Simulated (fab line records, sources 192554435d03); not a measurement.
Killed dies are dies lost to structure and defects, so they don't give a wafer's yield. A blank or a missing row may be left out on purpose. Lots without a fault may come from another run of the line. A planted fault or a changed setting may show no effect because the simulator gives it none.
fab line records | flow n5_finfet
record lots=7 wafers=21
route steps=1938 shown BEOL_M5@1123 BEOL_M6@1212 BEOL_M7@1289
start_h: hours from the record's first day to the start of the lot's first wafer shown | wait_h: hours since the lot's step before | " the same as in the row above | L1.1+2: a row that stands for several wafers | - no value, or no start given | * or withheld: withheld | < > ~ a bound
route shown NAME@n: a module of which the file shows steps, and the number in the route of the first | usual: mean/standard deviation of fault-free wafers | same: alike in all rows | chamber/n: place in a boat | sites: the reading at each site | _std_site: their standard deviation | _edge_site: outer sites' mean less inner sites' | radius_mm: how far each site lies from the wafer's centre | mask NAME#n: copy n | behind: the tool/chamber that last shaped the wafer | hold: why the lot was held/for how many hours/how that ended | device: the transistor (n, p or np) that didn't switch | end of line: the same wafers' tests at the end of the route | a step without rows: its recipe alone | killed: dies lost to structure and defects at the first sort, not the wafer's yield | map: a wafer's dies, x killed, . not, _ none there
set.NAME: the setting as run; set.NAME@STEP: as run at that earlier step | model.NAME: the simulator's own value behind a step, which no gauge read
lots whose settings were changed on purpose; a table a step, a row a wafer
## steps
# step N5_BEOL_M5_EXPOSE_08
# recipe mask_id=M5 na=0.33 source_shape=annular sigma_inner=0.4 sigma_outer=0.8 polarization=unpolarized target_cd_nm=28 dose_mj=35.75
# columns lot.wafer tool chamber start_h wait_h mask set.dose_mj
L076.2 euv_scanner-01 0 197.29 - M5#0 34.15
L076.4+5 " 0 " " M5#0 35.75
L086.1 euv_scanner-01 0 250.71 - M5#0 34.85
L086.5+6 " 0 " " M5#0 35.75
L085.1+2+4 euv_scanner-01 0 253.04 - M5#0 35.75
L087.1+4 euv_scanner-02 0 265.75 - M5#0 36.77
L087.6 " 0 " " M5#0 35.75
L091.2 euv_scanner-01 0 286.88 - M5#0 33.72
L091.3+4 " 0 " " M5#0 35.75
L095.1+3 euv_scanner-01 0 311.63 - M5#0 37.26
L095.4 " 0 " " M5#0 35.75
L096.2 euv_scanner-02 0 318.31 - M5#0 35.75
L096.3+5 " 0 " " M5#0 34.19
# step N5_BEOL_M5_PEB_09
# recipe peb_temp_c=100 peb_time_s=60 resist=CAR-EUV
# step N5_BEOL_M5_DEVELOP_10
# recipe develop_time_s=30 developer=TMAH resist=CAR-EUV rinse_liquid=surfactant_rinse dry=air_spin dev_temp_c=23
# step N5_BEOL_M5_CD_MEAS_11
# recipe target_cd_nm=27.74 landing_energy_ev=500 detector=se_inlens
# usual cd_nm=28.01/0.28
# columns lot.wafer tool chamber start_h wait_h set.dose_mj@BEOL_M5_EXPOSE_08 cd_nm
L076.2 cd_sem-01 0 197.42 - 34.15 26.85
L076.4 " 0 " " 35.75 28.82
L076.5 " 0 " " 35.75 27.43
L086.1 cd_sem-03 0 250.84 - 34.85 26.89
L086.5 " 0 " " 35.75 27.92
L086.6 " 0 " " 35.75 27.73
L085.1 cd_sem-02 0 253.17 - 35.75 28.28
L085.2 " 0 " " 35.75 27.92
L085.4 " 0 " " 35.75 27.91
L087.1 cd_sem-02 0 265.87 - 36.77 28.82
L087.4 " 0 " " 36.77 28.77
L087.6 " 0 " " 35.75 27.99
L091.2 cd_sem-03 0 287.00 - 33.72 26.85
L091.3 " 0 " " 35.75 27.99
L091.4 " 0 " " 35.75 28.16
L095.1 cd_sem-01 0 311.76 - 37.26 29.26
L095.3 " 0 " " 37.26 29.29
L095.4 " 0 " " 35.75 27.89
L096.2 cd_sem-03 0 318.44 - 35.75 28.11
L096.3 " 0 " " 34.19 26.74
L096.5 " 0 " " 34.19 26.57
# step N5_BEOL_M5_DESCUM_16
# recipe chemistry=O2 time_s=7 source_power_w=50 bias_power_w=20 pressure_mtorr=20 rf_frequency_hz=2.712e+07 temp_c=40 resist=CAR-EUV o2_flow_sccm=225
# columns lot.wafer tool chamber start_h wait_h set.dose_mj@BEOL_M5_EXPOSE_08 model.BEOL_M5.cd_nm
L076.2 rie_diel-06 3 198.79 1.3 34.15 27
L076.4 " 3 " " 35.75 28.4
L076.5 " 0 " " 35.75 28
L086.1 rie_diel-03 0 250.97 0.0 34.85 27.2
L086.5 " 2 " " 35.75 28
L086.6 " 1 " " 35.75 27.8
L085.1+4 rie_diel-06 3,2 253.90 0.6 35.75 28.2
L085.2 " 0 " " 35.75 28
L087.1 rie_diel-03 2 266.00 0.0 36.77 28.8
L087.4 " 0 " " 36.77 29
L087.6 " 3 " " 35.75 28.2
L091.2 rie_diel-03 1 287.12 0.0 33.72 26.6
L091.3 " 3 " " 35.75 28.4
L091.4 " 2 " " 35.75 28.2
L095.1 rie_diel-06 1 311.88 0.0 37.26 29
L095.3 " 0 " " 37.26 29.2
L095.4 " 2 " " 35.75 28.4
L096.2 rie_diel-03 1 318.67 0.1 35.75 28
L096.3 " 2 " " 34.19 27
L096.5 " 0 " " 34.19 27.2
# step N5_BEOL_M5_ETCH_72
# recipe chemistry=N2/H2 target=underlayer target_depth_a=65 mask_material=CAR-EUV time_s=5.2 ion_energy_ev=200 pressure_mtorr=30 source_w=840 bias_w=150 n2_flow_sccm=200 h2_flow_sccm=200 ends=cleared
# step N5_BEOL_M5_ETCH_61
# recipe chemistry=CF4 target=SiARC target_depth_a=156 mask_material=CAR-EUV time_s=26 ion_energy_ev=80 pressure_mtorr=40 source_w=545 bias_w=36 Ar_flow_sccm=100 cf4_flow_sccm=100 ends=cleared
# columns lot.wafer tool chamber start_h wait_h set.dose_mj@BEOL_M5_EXPOSE_08 model.BEOL_M5.cd_nm
L076.2 rie_diel-06 3 198.85 0.0 34.15 26.8
L076.4 " 3 " " 35.75 28.2
L076.5 " 0 " " 35.75 28
L086.1 rie_diel-03 0 251.02 0.0 34.85 27.4
L086.5+6 " 2,1 " " 35.75 28
L085.1 rie_diel-06 3 253.96 0.0 35.75 28.2
L085.2+4 " 0,2 " " 35.75 28
L087.1 rie_diel-03 2 266.05 0.0 36.77 28.6
L087.4 " 0 " " 36.77 29
L087.6 " 3 " " 35.75 28
L091.2 rie_diel-03 1 287.17 0.0 33.72 26.6
L091.3+4 " 3,2 " " 35.75 28.2
L095.1 rie_diel-06 1 311.93 0.0 37.26 29.2
L095.3 " 0 " " 37.26 29
L095.4 " 2 " " 35.75 28
L096.2 rie_diel-03 1 318.72 0.0 35.75 28
L096.3 " 2 " " 34.19 26.8
L096.5 " 0 " " 34.19 27
# step N5_BEOL_M5_ETCH_62
# recipe chemistry=N2/H2 target=SOC target_depth_a=750 overetch_a=150 mask_material=SiARC temp_c=40 time_s=112.5 ion_energy_ev=200 pressure_mtorr=30 source_w=840 bias_w=150 n2_flow_sccm=200 h2_flow_sccm=200
# columns lot.wafer tool chamber start_h wait_h set.dose_mj@BEOL_M5_EXPOSE_08 model.BEOL_M5.cd_nm
L076.2 rie_diel-06 3 198.87 0.0 34.15 27.4
L076.4 " 3 " " 35.75 28.6
L076.5 " 0 " " 35.75 28
L086.1 rie_diel-03 0 251.05 0.0 34.85 27.4
L086.5 " 2 " " 35.75 28.2
L086.6 " 1 " " 35.75 28
L085.1 rie_diel-06 3 253.98 0.0 35.75 28.4
L085.2 " 0 " " 35.75 28
L085.4 " 2 " " 35.75 28.2
L087.1 rie_diel-03 2 266.08 0.0 36.77 28.6
L087.4 " 0 " " 36.77 29
L087.6 " 3 " " 35.75 27.4
L091.2 rie_diel-03 1 287.20 0.0 33.72 26.4
L091.3 " 3 " " 35.75 27.6
L091.4 " 2 " " 35.75 28
L095.1 rie_diel-06 1 311.96 0.0 37.26 28.8
L095.3 " 0 " " 37.26 29
L095.4 " 2 " " 35.75 28.4
L096.2 rie_diel-03 1 318.75 0.0 35.75 28.4
L096.3 " 2 " " 34.19 26.8
L096.5 " 0 " " 34.19 27
# step N5_BEOL_M5_STRIP_63
# recipe chemistry=N2/H2 temp_c=40 n2_flow_sccm=200 h2_flow_sccm=200 rf_frequency_hz=6e+07
# step N5_BEOL_M5_STRIP_73
# recipe chemistry=N2/H2 temp_c=40 n2_flow_sccm=200 h2_flow_sccm=200 rf_frequency_hz=6e+07
# step N5_BEOL_M5_STRIP_64
# recipe chemistry=CF4 resist=SiARC power_w=300 bias_power_w=75 pressure_mtorr=50 cf4_flow_sccm=150 rf_frequency_hz=6e+07
# step N5_BEOL_M5_HM_OPEN_17
# recipe chemistry=Cl2/BCl3 target_depth_a=200 overetch_a=60 target=TiN mask_material=SOC ion_energy_ev=150 pressure_mtorr=10 icp_w=1000 bias_w=126 Cl2_flow_sccm=53.25 bcl3_flow_sccm=21.75 Ar_flow_sccm=25
# columns lot.wafer tool chamber start_h wait_h set.dose_mj@BEOL_M5_EXPOSE_08 model.BEOL_M5.cd_nm
L076.2 rie_metal-02 1 199.04 0.0 34.15 27.4
L076.4 " 0 " " 35.75 28.4
L076.5 " 1 " " 35.75 28
L086.1 rie_metal-02 1 251.22 0.0 34.85 27.6
L086.5 " 1 " " 35.75 28.2
L086.6 " 1 " " 35.75 28
L085.1 rie_metal-01 0 254.16 0.0 35.75 28.6
L085.2 " 0 " " 35.75 28
L085.4 " 0 " " 35.75 28.4
L087.1 rie_metal-02 0 266.24 0.0 36.77 28.4
L087.4 " 1 " " 36.77 29
L087.6 " 1 " " 35.75 27.4
L091.2 rie_metal-01 0 287.37 0.0 33.72 26.6
L091.3 " 0 " " 35.75 27.8
L091.4 " 1 " " 35.75 28
L095.1 rie_metal-02 1 312.13 0.0 37.26 28.8
L095.3 " 1 " " 37.26 29
L095.4 " 0 " " 35.75 28.2
L096.2 rie_metal-01 1 318.91 0.0 35.75 28
L096.3 " 0 " " 34.19 26.8
L096.5 " 0 " " 34.19 27.2
# step N5_BEOL_M5_STRIP_19
# recipe chemistry=O2 power_w=400 temp_c=40 pressure_mtorr=30 rf_frequency_hz=6e+07 bias_power_w=0 overash_fraction=0.2 o2_flow_sccm=225
# step N5_BEOL_M5_CD_MEAS_18
# recipe pitch_nm=56 target_cd_nm=28
# usual cd_nm=28.0/0.46
# columns lot.wafer tool chamber start_h wait_h set.dose_mj@BEOL_M5_EXPOSE_08 cd_nm
L076.2 cd_sem-01 - 199.27 0.1 34.15 27.3
L076.4 " - " " 35.75 28.4
L076.5 " - " " 35.75 28.1
L086.1 cd_sem-03 - 251.73 0.0 34.85 27.3
L086.5 " - " " 35.75 28.4
L086.6 " - " " 35.75 28.1
L085.1 cd_sem-03 - 254.43 0.0 35.75 28.9
L085.2 " - " " 35.75 28.2
L085.4 " - " " 35.75 28.4
L087.1 cd_sem-01 - 266.42 0.0 36.77 28.6
L087.4 " - " " 36.77 28.8
L087.6 " - " " 35.75 27.1
L091.2 cd_sem-01 - 287.56 0.1 33.72 26.7
L091.3 " - " " 35.75 28.1
L091.4 " - " " 35.75 27.8
L095.1 cd_sem-01 - 312.32 0.0 37.26 29.5
L095.3 " - " " 37.26 28.7
L095.4 " - " " 35.75 28.1
L096.2 cd_sem-03 - 319.10 0.1 35.75 28.3
L096.3 " - " " 34.19 26.8
L096.5 " - " " 34.19 27.1
# step N5_BEOL_M5_TRENCH_ETCH_37
# recipe chemistry=C4F6/O2 target_depth_a=716.52 target=SiCOH_lowk time_s=24.7 ion_energy_ev=250 pressure_mtorr=30 source_w=345 bias_w=185 Ar_flow_sccm=300 C4F6_flow_sccm=10 O2_flow_sccm=10
# usual rf_vpp_V=667/14
# columns lot.wafer tool chamber start_h wait_h set.bias_w rf_vpp_V
L076.2 rie_diel-03 1 - - 217.1 737
L076.4 " 2 " " 217.1 726
L076.5 " 2 " " 185 639
L086.1 rie_diel-03 3 - - 213.1 750
L086.5 " 0 " " 213.1 764
L086.6 " 1 " " 213.1 726
L085.1 rie_diel-06 1 - - 185 644
L085.2 " 2 " " 185 678
L085.4 " 3 " " 185 668
L087.1 rie_diel-05 2 - - 185 661
L087.4 " 1 " " 185 684
L087.6 " 0 " " 185 666
L091.2 rie_diel-05 3 - - 206.6 742
L091.3 " 2 " " 185 662
L091.4 " 1 " " 185 684
L095.1 rie_diel-06 0 - - 207 733
L095.3 " 2 " " 185 678
L095.4 " 3 " " 207 730
L096.2 rie_diel-03 1 - - 194.3 677
L096.3 " 2 " " 185 638
L096.5 " 1 " " 185 649
# step N5_BEOL_M5_ETCH_41
# recipe chemistry=CH3F/O2 target=SiCN target_depth_a=315 taper_deg=2 time_s=56.7 ion_energy_ev=120 mask_material=TiN pressure_mtorr=30 source_w=395 bias_w=75 Ar_flow_sccm=150 CH3F_flow_sccm=30 O2_flow_sccm=20
# usual rf_vpp_V=297.0/1.5
# columns lot.wafer tool chamber start_h wait_h set.source_w rf_vpp_V
L076.2 rie_diel-03 1 - - 352.9 308.7
L076.4 " 2 " " 395 295.4
L076.5 " 2 " " 352.9 305.8
L086.1 rie_diel-03 3 - - 395 296.3
L086.5 " 0 " " 395 295.1
L086.6 " 1 " " 362 305.7
L085.1 rie_diel-06 1 - - 395 295.1
L085.2 " 2 " " 395 300.7
L085.4 " 3 " " 395 294.8
L087.1 rie_diel-05 2 - - 395 296.5
L087.4 " 1 " " 395 299.4
L087.6 " 0 " " 363.3 304.7
L091.2 rie_diel-05 3 - - 395 298.2
L091.3 " 2 " " 395 295.5
L091.4 " 1 " " 395 298.3
L095.1 rie_diel-06 0 - - 395 295.0
L095.3 " 2 " " 462.4 284.9
L095.4 " 3 " " 462.4 280.3
L096.2 rie_diel-03 1 - - 323.9 318.8
L096.3 " 2 " " 395 294.8
L096.5 " 1 " " 323.9 318.8
# step N5_BEOL_M6_ETCH_62
# recipe chemistry=N2/H2 target=SOC target_depth_a=1100 overetch_a=220 mask_material=SiARC temp_c=40 time_s=165 ion_energy_ev=200 pressure_mtorr=30 source_w=840 bias_w=150 n2_flow_sccm=200 h2_flow_sccm=200
# usual rf_vpp_V=524.7/2.4
# columns lot.wafer tool chamber start_h wait_h set.bias_w rf_vpp_V
L076.2 rie_diel-04 2 210.41 0.0 167.5 563.6
L076.4 " 3 " " 167.5 564.2
L076.5 " 1 " " 150 525.1
L086.1 rie_diel-02 3 263.44 0.0 150 525.0
L086.5 " 1 " " 150 523.8
L086.6 " 2 " " 176.5 583.6
L085.1 rie_diel-01 2 266.29 0.0 150 523.8
L085.2 " 3 " " 150 520.7
L085.4 " 0 " " 150 520.8
L087.1 rie_diel-02 3 276.45 0.0 150 524.7
L087.4 " 2 " " 161.1 551.2
L087.6 " 3 " " 150 525.6
L091.2 rie_diel-02 0 299.02 0.0 150 521.6
L091.3 " 1 " " 150 523.7
L091.4 " 2 " " 150 528.9
L095.1 rie_diel-02 3 324.94 0.0 150 523.7
L095.3 " 2 " " 150 526.8
L095.4 " 0 " " 150 521.4
L096.2 rie_diel-02 0 338.36 0.0 150 520.0
L096.3 " 3 " " 127.5 472.7
L096.5 " 0 " " 127.5 468.7
# step N5_BEOL_M7_COAT_71
# recipe resist=underlayer temp_c=205 time_s=60 spin_rpm=1500 resist_thk_nm=5
# columns lot.wafer tool chamber start_h wait_h set.spin_rpm
L076.2+4+5 litho_track-05 0 - - 1500
L086.1 litho_track-03 0 - - 1381
L086.5+6 " 0 " " 1500
L085.1+2+4 litho_track-05 0 - - 1500
L087.1+6 litho_track-05 0 - - 1565
L087.4 " 0 " " 1500
L091.2 litho_track-04 0 - - 1557
L091.3+4 " 0 " " 1500
L095.1+3 litho_track-04 0 - - 1572
L095.4 " 0 " " 1500
L096.2+3 litho_track-05 0 - - 1500
L096.5 " 0 " " 1411
## key
split step=N5_BEOL_M5_EXPOSE_08 setting=dose_mj stated=35.75 by=wafer
response step=N5_BEOL_M5_CD_MEAS_11 reading=cd_nm change=+0.286 per=1% r=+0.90
response step=N5_BEOL_M5_DESCUM_16 reading=model.BEOL_M5.cd_nm change=+0.248 per=1% r=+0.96
response step=N5_BEOL_M5_ETCH_61 reading=model.BEOL_M5.cd_nm change=+0.272 per=1% r=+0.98
response step=N5_BEOL_M5_ETCH_62 reading=model.BEOL_M5.cd_nm change=+0.255 per=1% r=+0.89
response step=N5_BEOL_M5_HM_OPEN_17 reading=model.BEOL_M5.cd_nm change=+0.224 per=1% r=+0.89
response step=N5_BEOL_M5_CD_MEAS_18 reading=cd_nm change=+0.273 per=1% r=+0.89
split step=N5_BEOL_M5_TRENCH_ETCH_37 setting=bias_w stated=185 by=wafer
response step=N5_BEOL_M5_TRENCH_ETCH_37 reading=rf_vpp_V change=+5.31 per=1% r=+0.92
split step=N5_BEOL_M5_ETCH_41 setting=source_w stated=395 by=wafer
response step=N5_BEOL_M5_ETCH_41 reading=rf_vpp_V change=-1.05 per=1% r=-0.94
split step=N5_BEOL_M6_ETCH_62 setting=bias_w stated=150 by=wafer
response step=N5_BEOL_M6_ETCH_62 reading=rf_vpp_V change=+3.34 per=1% r=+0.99
split step=N5_BEOL_M7_COAT_71 setting=spin_rpm stated=1500 by=wafer
response none in this file
